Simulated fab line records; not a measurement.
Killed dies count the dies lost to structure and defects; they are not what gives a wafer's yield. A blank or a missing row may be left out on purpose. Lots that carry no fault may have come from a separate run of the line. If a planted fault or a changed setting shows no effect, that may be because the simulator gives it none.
fab line records -- flow nandHarc
record lots=24, wafers=72, lastDay=24
route steps=1159 shown A_CONTACT@941 A_BLC@993 A_M0@1016 A_M1@1041
lots that met no fault: taken from a fault-free run of the same line
startH: the number of hours between the record's first day and the start of the first shown wafer of the lot -- waitH: hours elapsed since this lot's preceding step -- " as in the row above -- L1.1+2: a single row standing in for several wafers -- - value missing, or start not given -- * or withheld: withheld -- < > ~ a bound
route shown NAME@n: NAME is a module with steps in the file, n the number in the route of the first one -- usual: mean/standard deviation of fault-free wafers -- same: alike in all rows -- chamber/n: place in a boat -- sites: each site's reading -- _std_site: standard deviation of those values -- _edge_site: the outer-site mean with the inner-site mean subtracted -- radiusMm: how far each site lies from the wafer's centre -- mask NAME#n: copy n -- behind: tool/chamber where the wafer was last shaped -- hold: reason for holding the lot/hours on hold/outcome of the hold -- device: names the non-switching transistor (n, p or np) -- end of line: tests of these same wafers at the route's end -- a step given without rows: its recipe and nothing more -- killed: dies that structure and defects cost at the first sort, which is not the same as the wafer's yield -- map: dies across one wafer; x = killed, . = not, _ = none there
set.NAME: setting as actually run; set.NAME@STEP: the setting as run at that earlier step -- model.NAME: the simulator's own value behind a step, which no gauge read
one table for each step of the route and one row for each wafer, over a sample of lots
services: the hour from which a tool's chamber was out of use, counted from the record's first day as startH (under 0 if before that day), plus the number of hours and why
## steps
# step NHARC_A_CONTACT_ETCH_30
# recipe targetDepthA=605, timeS=30.2, cf4FlowSccm=100, chf3FlowSccm=30, arFlowSccm=0, rfW=500, biasW=200, chemistry=CF4/CHF3
# usual biasW=199.9/0.61, drypumpMotorCurrentA=5.5/0.36, oesProductAu=0.936/0.019, rfVppV=371.3/2.4, showerheadPlenumPTorr=1.59/0.066, throttleValvePct=16.802/0.0096
lot.wafer,tool,chamber,startH,waitH,biasW,drypumpMotorCurrentA,oesProductAu,rfHoursCounterH,rfVppV,showerheadPlenumPTorr,throttleValvePct
L076.2,rieDiel-06,3,-,-,199.7,6.1,0.926,50,366.6,1.48,16.803
L076.3,rieDiel-06,1,-,-,200.7,5.0,0.933,53,371.1,1.52,16.817
L076.6,rieDiel-06,2,-,-,199.5,5.5,0.931,-,374.3,1.69,16.800
L075.2,rieDiel-06,0,393.14,-,199.6,5.7,0.911,54,367.1,1.49,16.795
L075.3,rieDiel-06,3,393.14,-,200.1,6.1,0.922,51,366.9,1.48,16.799
L075.5,rieDiel-06,0,393.14,-,199.9,5.7,0.929,-,369.2,1.49,16.816
L077.2,rieDiel-06,2,-,-,199.9,5.5,0.986,55,375.6,1.69,16.793
L077.3,rieDiel-06,3,-,-,199.8,6.1,0.959,51,368.6,1.48,16.791
L077.5,rieDiel-06,1,-,-,199.5,5.0,0.992,-,367.5,1.52,16.785
L080.2,rieDiel-07,0,-,-,199.9,5.1,0.920,34,372.6,1.60,16.799
L080.6,rieDiel-07,0,-,-,200.6,5.0,0.930,-,372.2,1.60,16.794
L080.5,rieDiel-07,2,-,-,199.7,5.5,0.939,-,372.7,1.61,16.802
L078.2,rieDiel-03,0,-,-,199.9,5.5,0.928,6,369.0,1.54,16.805
L078.3,rieDiel-03,1,-,-,199.2,6.3,0.940,6,372.6,1.60,16.788
L078.5,rieDiel-03,1,-,-,199.6,6.3,0.937,-,372.4,1.60,16.809
L079.3,rieDiel-07,1,-,-,199.3,5.5,0.972,0,373.3,1.66,16.814
L079.4,rieDiel-07,3,-,-,200.1,5.6,0.981,1,373.1,1.66,16.786
L079.5,rieDiel-07,2,-,-,199.7,5.5,0.955,-,371.9,1.61,16.811
L074.2,rieDiel-03,0,-,-,199.4,5.5,0.962,8,370.0,1.54,16.806
L074.4,rieDiel-03,2,-,-,199.6,4.7,0.973,8,370.2,1.62,16.803
L074.6,rieDiel-03,0,-,-,200.7,5.5,0.957,-,369.7,1.54,16.814
L081.4,rieDiel-07,3,-,-,200.4,5.6,0.922,3,375.0,1.66,16.793
L081.2,rieDiel-07,1,-,-,199.7,5.5,0.946,3,372.9,1.66,16.821
L081.6,rieDiel-07,2,-,-,199.9,5.5,0.920,-,372.6,1.61,16.798
L082.2,rieDiel-06,0,-,-,199.3,5.7,0.951,0,366.4,1.48,16.802
L082.3,rieDiel-06,3,-,-,199.6,6.1,0.964,0,367.4,1.48,16.805
L082.6,rieDiel-06,0,-,-,199.8,5.6,0.945,-,367.4,1.48,16.798
L083.2,rieDiel-03,3,-,-,200.5,5.5,0.927,14,374.3,1.68,16.789
L083.1,rieDiel-03,1,-,-,200.3,6.3,0.931,17,371.9,1.60,16.813
L083.3,rieDiel-03,2,-,-,199.8,4.7,0.937,15,371.3,1.61,16.810
L085.4,rieDiel-07,3,-,-,199.8,5.6,0.919,7,373.6,1.66,16.819
L085.2,rieDiel-07,0,-,-,200.0,5.1,0.941,7,370.9,1.60,16.810
L085.3,rieDiel-07,2,-,-,199.8,5.4,0.925,7,372.4,1.60,16.793
L084.3,rieDiel-06,2,-,-,199.8,5.6,0.928,8,373.5,1.68,16.788
L084.4,rieDiel-06,3,-,-,200.0,6.1,0.915,7,368.2,1.48,16.804
L084.5,rieDiel-06,2,-,-,200.7,5.6,0.927,-,374.1,1.68,16.803
L088.2,rieDiel-07,1,-,-,199.7,5.5,0.937,9,374.6,1.66,16.789
L088.6,rieDiel-07,0,-,-,198.5,5.1,0.947,-,371.0,1.60,16.803
L088.5,rieDiel-07,1,-,-,200.4,5.5,0.928,-,372.7,1.66,16.802
L087.1,rieDiel-07,0,-,-,200.3,5.1,0.936,10,372.0,1.60,16.789
L087.3,rieDiel-07,2,-,-,198.7,5.4,0.917,9,370.3,1.60,16.799
L087.6,rieDiel-07,1,-,-,200.2,5.5,0.929,-,372.2,1.66,16.806
L086.3,rieDiel-07,0,-,-,200.8,5.1,0.944,10,371.9,1.60,16.804
L086.4,rieDiel-07,1,-,-,198.8,5.5,0.936,10,374.5,1.66,16.794
L086.1,rieDiel-07,2,-,-,199.0,5.5,0.913,9,371.5,1.60,16.800
L089.2,rieDiel-07,1,-,-,199.6,5.5,0.930,15,372.4,1.66,16.803
L089.1,rieDiel-07,0,-,-,199.2,5.1,0.939,15,372.5,1.60,16.806
L089.6,rieDiel-07,2,-,-,201.1,5.4,0.900,-,371.7,1.60,16.793
L090.2,rieDiel-06,1,-,-,201.1,5.0,0.956,19,366.9,1.51,16.805
L090.5,rieDiel-06,3,-,-,199.8,6.1,0.944,-,369.0,1.48,16.809
L090.6,rieDiel-06,1,-,-,200.7,5.0,0.960,-,368.5,1.51,16.797
L094.4,rieDiel-07,2,-,-,201.1,5.4,0.914,16,372.7,1.60,16.814
L094.3,rieDiel-07,3,-,-,199.0,5.6,0.922,15,373.2,1.66,16.808
L094.5,rieDiel-07,2,-,-,199.5,5.4,0.911,-,371.5,1.60,16.805
L091.3,rieDiel-07,2,-,-,200.4,5.4,0.912,17,371.0,1.60,16.781
L091.2,rieDiel-07,0,-,-,200.0,5.1,0.923,18,369.8,1.60,16.806
L091.6,rieDiel-07,2,-,-,199.6,5.4,0.915,-,371.7,1.60,16.821
L092.3,rieDiel-06,0,-,-,200.2,5.7,0.925,22,366.5,1.48,16.806
L092.2,rieDiel-06,1,-,-,198.8,5.0,0.947,24,368.0,1.51,16.819
L092.6,rieDiel-06,0,-,-,199.7,5.7,0.928,-,366.5,1.48,16.810
L093.3,rieDiel-03,1,-,-,198.7,6.3,0.923,38,372.1,1.59,16.785
L093.2,rieDiel-03,3,-,-,200.3,5.5,0.926,36,374.3,1.68,16.805
L093.5,rieDiel-03,1,-,-,199.7,6.3,0.924,-,372.6,1.59,16.808
L095.2,rieDiel-07,0,-,-,199.7,5.1,0.924,22,371.4,1.60,16.796
L095.1,rieDiel-07,1,-,-,200.2,5.5,0.937,22,372.7,1.65,16.785
L095.4,rieDiel-07,3,-,-,200.5,5.6,0.912,20,373.7,1.66,16.812
L096.3,rieDiel-07,1,-,-,199.5,5.5,0.924,24,375.0,1.65,16.794
L096.5,rieDiel-07,0,-,-,199.7,5.1,0.932,-,370.9,1.60,16.808
L096.6,rieDiel-07,1,-,-,200.2,5.5,0.926,-,372.9,1.65,16.793
L097.2,rieDiel-07,0,-,-,199.6,5.0,0.933,24,369.4,1.60,16.779
L097.5,rieDiel-07,0,-,-,199.8,5.1,0.924,-,370.8,1.60,16.801
L097.6,rieDiel-07,1,-,-,201.4,5.5,0.930,-,373.4,1.65,16.815
# step NHARC_A_CONTACT_ETCH_139
# recipe sourceW=withheld, pressureMtorr=20, biasV=400, timeS=137, targetDepthA=5900, arFlowSccm=withheld, c4f8FlowSccm=11.5, o2FlowSccm=7.2, chemistry=C4F8/O2/Ar
lot.wafer,tool,chamber,startH,waitH,rfHoursCounterH
L076.2,harCapEtch-02,1,391.63,0.1,15
L076.3,harCapEtch-02,1,391.63,0.1,-
L076.6,harCapEtch-02,0,391.63,0.1,-
L075.2,harCapEtch-01,1,394.45,0.1,59
L075.3,harCapEtch-01,0,394.45,0.1,-
L075.5,harCapEtch-01,0,394.45,0.1,-
L077.2,harCapEtch-03,1,395.84,0.1,86
L077.3,harCapEtch-03,0,395.84,0.1,-
L077.5,harCapEtch-03,0,395.84,0.1,-
L080.2,harCapEtch-03,0,406.12,0.1,88
L080.6,harCapEtch-03,0,406.12,0.1,-
L080.5,harCapEtch-03,1,406.12,0.1,-
L078.2,harCapEtch-01,0,413.44,0.1,64
L078.3,harCapEtch-01,0,413.44,0.1,-
L078.5,harCapEtch-01,0,413.44,0.1,-
L079.3,harCapEtch-03,0,417.85,0.1,-
L079.4,harCapEtch-03,1,417.85,0.1,-
L079.5,harCapEtch-03,1,417.85,0.1,-
L074.2,harCapEtch-03,0,422.57,0.1,91
L074.4,harCapEtch-03,1,422.57,0.1,-
L074.6,harCapEtch-03,0,422.57,0.1,-
L081.2,harCapEtch-02,1,426.85,0.1,22
L081.4,harCapEtch-02,1,426.85,0.1,-
L081.6,harCapEtch-02,1,426.85,0.1,-
L082.2,harCapEtch-01,1,431.85,0.1,67
L082.3,harCapEtch-01,0,431.85,0.1,-
L082.6,harCapEtch-01,0,431.85,0.1,-
L083.2,harCapEtch-01,0,441.35,0.1,69
L083.1,harCapEtch-01,1,441.35,0.1,69
L083.3,harCapEtch-01,0,441.35,0.1,-
L085.2,harCapEtch-03,1,443.84,0.1,95
L085.3,harCapEtch-03,1,443.84,0.1,-
L085.4,harCapEtch-03,0,443.84,0.1,-
L084.3,harCapEtch-01,0,451.67,0.1,-
L084.4,harCapEtch-01,1,451.67,0.1,-
L084.5,harCapEtch-01,1,451.67,0.1,-
L088.2,harCapEtch-03,1,452.82,0.1,97
L088.6,harCapEtch-03,1,452.82,0.1,-
L088.5,harCapEtch-03,0,452.82,0.1,-
L087.1,harCapEtch-01,1,456.00,0.1,72
L087.3,harCapEtch-01,1,456.00,0.1,-
L087.6,harCapEtch-01,1,456.00,0.1,-
L086.1,harCapEtch-03,0,460.01,0.1,98
L086.3,harCapEtch-03,0,460.01,0.1,-
L086.4,harCapEtch-03,1,460.01,0.1,-
L089.2,harCapEtch-01,1,481.43,0.1,75
L089.1,harCapEtch-01,0,481.43,0.1,75
L089.6,harCapEtch-01,0,481.43,0.1,-
L090.2,harCapEtch-03,0,482.94,0.1,101
L090.5,harCapEtch-03,1,482.94,0.1,-
L090.6,harCapEtch-03,0,482.94,0.1,-
L094.4,harCapEtch-01,0,488.99,0.1,-
L094.3,harCapEtch-01,1,488.99,0.1,-
L094.5,harCapEtch-01,1,488.99,0.1,-
L091.2,harCapEtch-03,1,496.02,0.1,103
L091.3,harCapEtch-03,1,496.02,0.1,-
L091.6,harCapEtch-03,1,496.02,0.1,-
L092.2,harCapEtch-01,1,497.29,0.1,79
L092.3,harCapEtch-01,1,497.29,0.1,-
L092.6,harCapEtch-01,1,497.29,0.1,-
L093.2,harCapEtch-02,1,501.45,0.1,37
L093.3,harCapEtch-02,1,501.45,0.1,-
L093.5,harCapEtch-02,1,501.45,0.1,-
L095.2,harCapEtch-03,1,511.84,0.1,106
L095.1,harCapEtch-03,0,511.84,0.1,106
L095.4,harCapEtch-03,0,511.84,0.1,-
L096.3,harCapEtch-03,0,516.45,0.1,-
L096.5,harCapEtch-03,0,516.45,0.1,-
L096.6,harCapEtch-03,1,516.45,0.1,-
L097.2,harCapEtch-03,0,524.27,0.1,107
L097.5,harCapEtch-03,1,524.27,0.1,-
L097.6,harCapEtch-03,0,524.27,0.1,-
# step NHARC_A_BLC_INSPECT_28
# usual rawDefectCount=440/130
lot.wafer,tool,chamber,startH,waitH,rawDefectCount
L076.2,defectInspect-02,-,406.16,0.1,268
L076.3,defectInspect-02,-,406.16,0.1,305
L076.6,defectInspect-02,-,406.16,0.1,256
L075.2,defectInspect-01,-,409.42,0.1,279
L075.3,defectInspect-01,-,409.42,0.1,335
L075.5,defectInspect-01,-,409.42,0.1,327
L077.2,defectInspect-02,-,410.62,0.1,414
L077.3,defectInspect-02,-,410.62,0.1,458
L077.5,defectInspect-02,-,410.62,0.1,423
L080.2,defectInspect-02,-,413.89,0.1,448
L080.5,defectInspect-02,-,413.89,0.1,349
L080.6,defectInspect-02,-,413.89,0.1,336
L078.2,defectInspect-01,-,420.46,0.1,370
L078.3,defectInspect-01,-,420.46,0.1,395
L078.5,defectInspect-01,-,420.46,0.1,313
L079.3,defectInspect-02,-,425.10,0.1,426
L079.4,defectInspect-02,-,425.10,0.1,382
L079.5,defectInspect-02,-,425.10,0.1,639
L074.2,defectInspect-02,-,433.07,0.1,248
L074.4,defectInspect-02,-,433.07,0.1,215
L074.6,defectInspect-02,-,433.07,0.1,193
L081.2,defectInspect-02,-,438.47,0.1,643
L081.4,defectInspect-02,-,438.47,0.1,700
L081.6,defectInspect-02,-,438.47,0.1,531
L082.2,defectInspect-02,-,442.30,0.1,586
L082.3,defectInspect-02,-,442.30,0.1,358
L082.6,defectInspect-02,-,442.30,0.1,344
L083.1,defectInspect-02,-,450.40,0.1,592
L083.2,defectInspect-02,-,450.40,0.1,563
L083.3,defectInspect-02,-,450.40,0.1,558
L085.2,defectInspect-01,-,450.80,0.1,592
L085.3,defectInspect-01,-,450.80,0.1,519
L085.4,defectInspect-01,-,450.80,0.1,609
L084.3,defectInspect-01,-,471.78,0.1,534
L084.4,defectInspect-01,-,471.78,0.1,625
L084.5,defectInspect-01,-,471.78,0.1,431
L088.2,defectInspect-01,-,476.86,0.1,413
L088.5,defectInspect-01,-,476.86,0.1,255
L088.6,defectInspect-01,-,476.86,0.1,266
L087.1,defectInspect-01,-,477.30,0.1,366
L087.3,defectInspect-01,-,477.30,0.1,580
L087.6,defectInspect-01,-,477.30,0.1,438
L086.1,defectInspect-01,-,483.71,0.1,412
L086.3,defectInspect-01,-,483.71,0.1,604
L086.4,defectInspect-01,-,483.71,0.1,471
L089.1,defectInspect-01,-,494.69,0.1,470
L089.2,defectInspect-01,-,494.69,0.1,394
L089.6,defectInspect-01,-,494.69,0.1,621
L090.2,defectInspect-02,-,502.87,0.1,383
L090.5,defectInspect-02,-,502.87,0.1,338
L090.6,defectInspect-02,-,502.87,0.1,326
L094.3,defectInspect-02,-,504.06,0.1,383
L094.4,defectInspect-02,-,504.06,0.1,359
L094.5,defectInspect-02,-,504.06,0.1,323
L091.2,defectInspect-01,-,507.53,0.1,341
L091.3,defectInspect-01,-,507.53,0.1,417
L091.6,defectInspect-01,-,507.53,0.1,438
L092.2,defectInspect-02,-,511.02,0.1,430
L092.3,defectInspect-02,-,511.02,0.1,389
L092.6,defectInspect-02,-,511.02,0.1,343
L093.2,defectInspect-01,-,511.33,0.1,728
L093.3,defectInspect-01,-,511.33,0.1,426
L093.5,defectInspect-01,-,511.33,0.1,718
L095.1,defectInspect-01,-,520.04,0.1,337
L095.2,defectInspect-01,-,520.04,0.1,241
L095.4,defectInspect-01,-,520.04,0.1,547
L096.3,defectInspect-02,-,523.52,0.1,517
L096.5,defectInspect-02,-,523.52,0.1,430
L096.6,defectInspect-02,-,523.52,0.1,553
L097.2,defectInspect-01,-,532.01,0.1,599
L097.5,defectInspect-01,-,532.01,0.1,359
L097.6,defectInspect-01,-,532.01,0.1,383
# step NHARC_A_M0_PVD_21
# recipe targetThkA=300, chamberPressurePa=5, powerW=5000, substrateTempC=30, timeS=20.49, material=Cu
# usual throttleValvePct=29.3/0.68
lot.wafer,tool,chamber,startH,waitH,throttleValvePct
L076.3,pvdSputter-01,-,-,-,29.4
L076.2,pvdSputter-01,-,-,-,28.3
L076.6,pvdSputter-01,-,-,-,29.9
L075.2,pvdSputter-02,-,-,-,29.7
L075.3,pvdSputter-02,-,-,-,29.6
L075.5,pvdSputter-02,-,-,-,29.5
L077.2,pvdSputter-03,-,-,-,29.0
L077.3,pvdSputter-03,-,-,-,28.9
L077.5,pvdSputter-03,-,-,-,28.7
L080.2,pvdSputter-01,-,-,-,30.2
L080.6,pvdSputter-01,-,-,-,28.5
L080.5,pvdSputter-01,-,-,-,29.9
L078.3,pvdSputter-01,-,-,-,28.4
L078.2,pvdSputter-01,-,-,-,29.2
L078.5,pvdSputter-01,-,-,-,28.4
L079.3,pvdSputter-02,-,-,-,29.8
L079.4,pvdSputter-02,-,-,-,28.7
L079.5,pvdSputter-02,-,-,-,29.5
L074.4,pvdSputter-03,-,-,-,29.1
L074.2,pvdSputter-03,-,-,-,28.5
L074.6,pvdSputter-03,-,-,-,28.8
L081.2,pvdSputter-02,-,-,-,29.7
L081.4,pvdSputter-02,-,-,-,29.4
L081.6,pvdSputter-02,-,-,-,29.3
L082.2,pvdSputter-02,-,-,-,29.8
L082.3,pvdSputter-02,-,-,-,28.9
L082.6,pvdSputter-02,-,-,-,29.6
L083.1,pvdSputter-03,-,-,-,29.2
L083.2,pvdSputter-03,-,-,-,28.8
L083.3,pvdSputter-03,-,-,-,28.6
L085.3,pvdSputter-01,-,-,-,30.8
L085.4,pvdSputter-01,-,-,-,30.2
L085.2,pvdSputter-01,-,-,-,29.3
L084.4,pvdSputter-02,-,-,-,28.6
L084.3,pvdSputter-02,-,-,-,29.7
L084.5,pvdSputter-02,-,-,-,29.4
L088.2,pvdSputter-03,-,-,-,29.2
L088.6,pvdSputter-03,-,-,-,29.2
L088.5,pvdSputter-03,-,-,-,29.5
L087.3,pvdSputter-01,-,-,-,30.0
L087.1,pvdSputter-01,-,-,-,30.6
L087.6,pvdSputter-01,-,-,-,29.3
L086.1,pvdSputter-01,-,-,-,30.9
L086.3,pvdSputter-01,-,-,-,28.4
L086.4,pvdSputter-01,-,-,-,30.0
L089.2,pvdSputter-03,-,-,-,28.9
L089.1,pvdSputter-03,-,-,-,29.5
L089.6,pvdSputter-03,-,-,-,28.5
L090.2,pvdSputter-02,-,-,-,29.3
L090.5,pvdSputter-02,-,-,-,28.9
L090.6,pvdSputter-02,-,-,-,29.3
L094.4,pvdSputter-01,-,-,-,29.1
L094.3,pvdSputter-01,-,-,-,28.7
L094.5,pvdSputter-01,-,-,-,29.5
L091.2,pvdSputter-03,-,-,-,28.2
L091.3,pvdSputter-03,-,-,-,29.1
L091.6,pvdSputter-03,-,-,-,28.3
L092.3,pvdSputter-01,-,-,-,28.6
L092.2,pvdSputter-01,-,-,-,29.3
L092.6,pvdSputter-01,-,-,-,30.8
L093.2,pvdSputter-03,-,-,-,28.7
L093.3,pvdSputter-03,-,-,-,29.0
L093.5,pvdSputter-03,-,-,-,28.2
L095.4,pvdSputter-02,-,-,-,29.5
L095.2,pvdSputter-02,-,-,-,28.9
L095.1,pvdSputter-02,-,-,-,29.6
L096.3,pvdSputter-03,-,-,-,29.2
L096.5,pvdSputter-03,-,-,-,28.1
L096.6,pvdSputter-03,-,-,-,28.9
L097.2,pvdSputter-01,-,-,-,30.8
L097.5,pvdSputter-01,-,-,-,30.8
L097.6,pvdSputter-01,-,-,-,28.8
# step NHARC_A_M1_ETCH_15
# recipe targetDepthA=1825, timeS=91.2, c4f8FlowSccm=withheld, arFlowSccm=400, rfW=600, biasW=300, chemistry=C4F8/Ar
# usual biasW=300.0/0.9, oesProductAu=0.955/0.021, rfVppV=441.0/2
lot.wafer,tool,chamber,startH,waitH,biasW,oesProductAu,rfHoursCounterH,rfVppV
L076.3,rieDiel-01,0,-,-,300.1,0.979,7,442.7
L076.2,rieDiel-01,1,-,-,300.8,0.994,7,439.7
L076.6,rieDiel-01,0,-,-,299.3,0.975,-,441.5
L075.2,rieDiel-05,3,-,-,298.4,0.964,2,443.0
L075.3,rieDiel-05,0,-,-,302.0,0.946,2,442.7
L075.5,rieDiel-05,2,-,-,298.0,0.955,-,442.0
L077.2,rieDiel-05,1,-,-,300.5,0.930,2,438.5
L077.3,rieDiel-05,2,-,-,299.5,0.930,2,441.8
L077.5,rieDiel-05,1,-,-,298.8,0.929,-,439.0
L080.2,rieDiel-05,1,-,-,299.5,0.932,2,439.6
L080.5,rieDiel-05,0,-,-,298.3,0.919,-,442.1
L080.6,rieDiel-05,1,-,-,300.5,0.931,-,438.3
L078.3,rieDiel-10,2,-,-,298.9,0.975,4,438.0
L078.2,rieDiel-10,0,-,-,301.0,0.971,3,443.0
L078.5,rieDiel-10,2,-,-,299.0,0.985,-,438.6
L079.4,rieDiel-10,1,-,-,300.6,0.983,5,444.9
L079.3,rieDiel-10,2,-,-,300.7,0.949,5,438.4
L079.5,rieDiel-10,2,-,-,301.0,0.956,-,438.6
L074.4,rieDiel-01,2,-,-,301.3,0.976,8,436.4
L074.2,rieDiel-01,3,-,-,300.2,0.966,8,441.3
L074.6,rieDiel-01,2,-,-,300.8,0.965,-,438.3
L081.2,rieDiel-01,1,-,-,298.9,0.920,9,440.0
L081.4,rieDiel-01,3,-,-,298.6,0.912,9,440.3
L081.6,rieDiel-01,1,-,-,300.5,0.931,-,440.0
L082.3,rieDiel-05,0,-,-,300.0,0.920,3,442.4
L082.2,rieDiel-05,1,-,-,299.6,0.931,2,438.5
L082.6,rieDiel-05,2,-,-,299.4,0.921,-,442.9
L083.1,rieDiel-10,3,-,-,300.2,0.930,7,442.2
L083.3,rieDiel-10,0,-,-,301.5,0.938,5,441.8
L083.2,rieDiel-10,2,-,-,299.8,0.932,6,439.3
L085.3,rieDiel-10,0,-,-,300.3,0.975,5,441.7
L085.2,rieDiel-10,2,-,-,300.0,0.969,6,437.9
L085.4,rieDiel-10,3,-,-,298.7,0.973,-,442.2
L084.3,rieDiel-01,0,-,-,300.6,0.948,11,441.9
L084.4,rieDiel-01,1,-,-,299.7,0.975,11,438.4
L084.5,rieDiel-01,3,-,-,300.0,0.943,-,440.6
L088.2,rieDiel-01,0,-,-,300.8,0.962,11,443.2
L088.5,rieDiel-01,1,-,-,298.8,0.946,-,439.0
L088.6,rieDiel-01,2,-,-,299.5,0.950,-,438.7
L087.3,rieDiel-01,0,-,-,299.6,0.952,11,441.8
L087.1,rieDiel-01,2,-,-,300.2,0.960,10,438.9
L087.6,rieDiel-01,1,-,-,299.0,0.952,-,439.3
L086.3,rieDiel-01,1,-,-,300.1,0.931,11,439.2
L086.1,rieDiel-01,2,-,-,299.4,0.923,10,439.3
L086.4,rieDiel-01,1,-,-,300.5,0.929,-,440.7
L089.1,rieDiel-05,2,-,-,299.0,0.943,3,443.3
L089.2,rieDiel-05,3,-,-,299.1,0.950,4,442.6
L089.6,rieDiel-05,2,-,-,299.3,0.933,-,443.7
L090.2,rieDiel-10,2,-,-,300.3,0.960,11,437.6
L090.6,rieDiel-10,1,-,-,301.9,0.969,-,446.0
L090.5,rieDiel-10,2,-,-,300.4,0.973,-,438.3
L094.4,rieDiel-05,2,-,-,300.4,0.965,4,442.5
L094.3,rieDiel-05,1,-,-,299.2,0.987,4,439.3
L094.5,rieDiel-05,2,-,-,299.7,0.974,-,442.7
L091.3,rieDiel-01,2,-,-,299.8,0.972,2,437.6
L091.2,rieDiel-01,0,-,-,300.1,0.954,2,441.8
L091.6,rieDiel-01,0,-,-,300.9,0.952,-,443.0
L092.3,rieDiel-10,3,-,-,299.3,0.960,11,440.2
L092.2,rieDiel-10,2,-,-,300.2,0.986,11,439.3
L092.6,rieDiel-10,0,-,-,299.8,0.972,-,441.8
L093.2,rieDiel-05,0,-,-,301.3,0.944,4,441.0
L093.3,rieDiel-05,2,-,-,300.1,0.955,4,442.8
L093.5,rieDiel-05,3,-,-,301.5,0.960,-,442.4
L095.1,rieDiel-10,2,-,-,299.1,0.963,12,439.2
L095.2,rieDiel-10,0,-,-,300.2,0.969,11,442.0
L095.4,rieDiel-10,0,-,-,301.2,0.976,-,442.8
L096.3,rieDiel-05,1,-,-,300.3,0.951,0,437.8
L096.6,rieDiel-05,2,-,-,300.4,0.965,-,442.2
L096.5,rieDiel-05,3,-,-,299.5,0.973,-,442.2
L097.2,rieDiel-05,3,-,-,298.8,0.968,0,442.7
L097.5,rieDiel-05,1,-,-,301.6,0.967,-,438.5
L097.6,rieDiel-05,2,-,-,300.0,0.947,-,442.5
# step NHARC_A_M1_CD_MEAS_16
# usual cdNm=120.3/0.89
lot.wafer,tool,chamber,startH,waitH,cdNm
L076.2,cdSem-03,-,411.61,-,118.9
L076.3,cdSem-03,-,411.61,-,118.5
L076.6,cdSem-03,-,411.61,-,119.2
L075.2,cdSem-01,-,414.70,-,122.0
L075.3,cdSem-01,-,414.70,-,121.0
L075.5,cdSem-01,-,414.70,-,121.2
L077.2,cdSem-01,-,416.11,-,120.8
L077.3,cdSem-01,-,416.11,-,121.8
L077.5,cdSem-01,-,416.11,-,122.3
L080.2,cdSem-03,-,419.37,-,121.2
L080.5,cdSem-03,-,419.37,-,121.7
L080.6,cdSem-03,-,419.37,-,121.2
L078.2,cdSem-02,-,425.93,-,120.9
L078.3,cdSem-02,-,425.93,-,121.5
L078.5,cdSem-02,-,425.93,-,119.9
L079.3,cdSem-02,-,430.30,-,120.6
L079.4,cdSem-02,-,430.30,-,118.6
L079.5,cdSem-02,-,430.30,-,120.3
L074.2,cdSem-01,-,438.75,-,122.4
L074.4,cdSem-01,-,438.75,-,119.9
L074.6,cdSem-01,-,438.75,-,120.2
L081.2,cdSem-03,-,443.91,-,120.8
L081.4,cdSem-03,-,443.91,-,120.5
L081.6,cdSem-03,-,443.91,-,120.1
L082.2,cdSem-02,-,448.05,-,121.0
L082.3,cdSem-02,-,448.05,-,120.8
L082.6,cdSem-02,-,448.05,-,120.0
L083.1,cdSem-01,-,456.19,-,120.7
L083.2,cdSem-01,-,456.19,-,118.8
L083.3,cdSem-01,-,456.19,-,119.2
L085.2,cdSem-03,-,456.65,-,121.6
L085.3,cdSem-03,-,456.65,-,119.8
L085.4,cdSem-03,-,456.65,-,120.2
L084.3,cdSem-01,-,478.47,-,121.4
L084.4,cdSem-01,-,478.47,-,120.9
L084.5,cdSem-01,-,478.47,-,120.4
L088.2,cdSem-03,-,482.97,-,120.8
L088.5,cdSem-03,-,482.97,-,120.9
L088.6,cdSem-03,-,482.97,-,120.5
L087.1,cdSem-03,-,483.75,-,119.6
L087.3,cdSem-03,-,483.75,-,120.4
L087.6,cdSem-03,-,483.75,-,121.5
L086.1,cdSem-01,-,489.19,-,119.7
L086.3,cdSem-01,-,489.19,-,120.0
L086.4,cdSem-01,-,489.19,-,119.5
L089.1,cdSem-02,-,500.33,-,119.2
L089.2,cdSem-02,-,500.33,-,119.4
L089.6,cdSem-02,-,500.33,-,120.2
L090.2,cdSem-01,-,508.55,-,119.3
L090.5,cdSem-01,-,508.55,-,118.6
L090.6,cdSem-01,-,508.55,-,119.5
L094.3,cdSem-01,-,509.60,-,119.4
L094.4,cdSem-01,-,509.60,-,119.7
L094.5,cdSem-01,-,509.60,-,119.7
L091.2,cdSem-02,-,513.42,-,120.0
L091.3,cdSem-02,-,513.42,-,118.3
L091.6,cdSem-02,-,513.42,-,119.9
L092.2,cdSem-02,-,516.95,-,120.8
L092.3,cdSem-02,-,516.95,-,120.1
L092.6,cdSem-02,-,516.95,-,118.8
L093.2,cdSem-02,-,517.11,-,119.2
L093.3,cdSem-02,-,517.11,-,119.4
L093.5,cdSem-02,-,517.11,-,119.0
L095.1,cdSem-02,-,525.45,-,120.8
L095.2,cdSem-02,-,525.45,-,119.6
L095.4,cdSem-02,-,525.45,-,120.1
L096.3,cdSem-02,-,528.88,-,120.0
L096.5,cdSem-02,-,528.88,-,119.8
L096.6,cdSem-02,-,528.88,-,119.9
L097.2,cdSem-02,-,537.70,-,120.4
L097.5,cdSem-02,-,537.70,-,120.3
L097.6,cdSem-02,-,537.70,-,120.7
## services
tool,chamber,startH,hours,kind
rieDiel-07,2,368.52,7.9,repair
rieDiel-07,1,381.97,31.8,repair
rieDiel-10,0,390.80,8.5,repair
pvdSputter-02,-,392.04,10.0,pm
rieDiel-05,2,393.23,3.3,repair
pvdSputter-03,-,397.09,2.5,repair
rieDiel-05,1,402.01,13.6,repair
rieDiel-07,-,405.26,9.0,pm
rieDiel-06,-,418.51,9.0,pm
rieDiel-06,0,431.42,6.5,repair
rieDiel-10,1,447.32,18.0,repair
rieDiel-07,2,448.88,4.5,repair
rieDiel-05,-,456.25,1.9,repair
pvdSputter-03,-,458.00,10.0,pm
rieDiel-10,3,464.01,14.4,repair
rieDiel-06,2,464.73,36.3,repair
rieDiel-01,3,478.76,1.2,repair
rieDiel-07,3,479.40,6.8,repair
rieDiel-01,3,482.61,6.8,repair
rieDiel-01,-,491.80,9.0,pm
pvdSputter-02,-,495.66,7.5,repair
rieDiel-05,0,499.51,1.6,repair
rieDiel-01,3,507.57,8.9,repair
rieDiel-05,-,517.61,9.0,pm
## key
fault none
